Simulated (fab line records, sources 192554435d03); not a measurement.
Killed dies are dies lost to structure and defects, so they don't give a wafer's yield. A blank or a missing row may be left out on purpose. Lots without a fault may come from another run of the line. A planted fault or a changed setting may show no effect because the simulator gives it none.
Chamber matching | flow n5_finfet | N5_PMOS_HMC_CHANNEL_EPI_HM_DEP_34 on pecvd-04: 3 sister chambers
The step deposits SiO2 from TEOS/O2, target thk 36 nm, time 6.9 s. 3 wafers are shown with their chamber, then 8 later ones without.

WAFERS WITH THEIR CHAMBER
wafer  | chamber | throttle_valve_pct (%)
L217.4 | 1       | 18.2
L217.6 | 2       | 17.4
L218.1 | 0       | 19.0

WAFERS WITHOUT THEIR CHAMBER
wafer  | throttle_valve_pct (%)
L218.4 | 18.9
L218.5 | 18.7
L219.1 | 18.9
L219.4 | 18.3
L219.6 | 17.5
L220.3 | 19.0
L220.5 | 19.0
L220.6 | 17.6

WHICH CHAMBER EACH WENT THROUGH
wafer  | from the rows above     | in truth
L218.4 | 0                       | 0
L218.5 | can't be placed: 0 or 1 | 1
L219.1 | 0                       | 0
L219.4 | 1                       | 1
L219.6 | 2                       | 2
L220.3 | 0                       | 0
L220.5 | 0                       | 0
L220.6 | 2                       | 2
Placed correctly: 7 of 8. Can't be placed from these rows: 1 (the true chamber is among the candidates in 1). Placed wrongly: 0.
How it was worked out, from the rows above alone: a wafer's distance from a chamber is the root of the sum, over the readings, of the square of ((its reading less the chamber's mean) divided by the reading's scatter). The wafer belongs to the nearest chamber; if the next one is less than 2 further off, it can't be placed. A chamber's mean is the mean of its shown wafers. The scatter: with one shown wafer a chamber, the root of the mean of the squares of how far each hidden wafer lies from its nearest shown one.
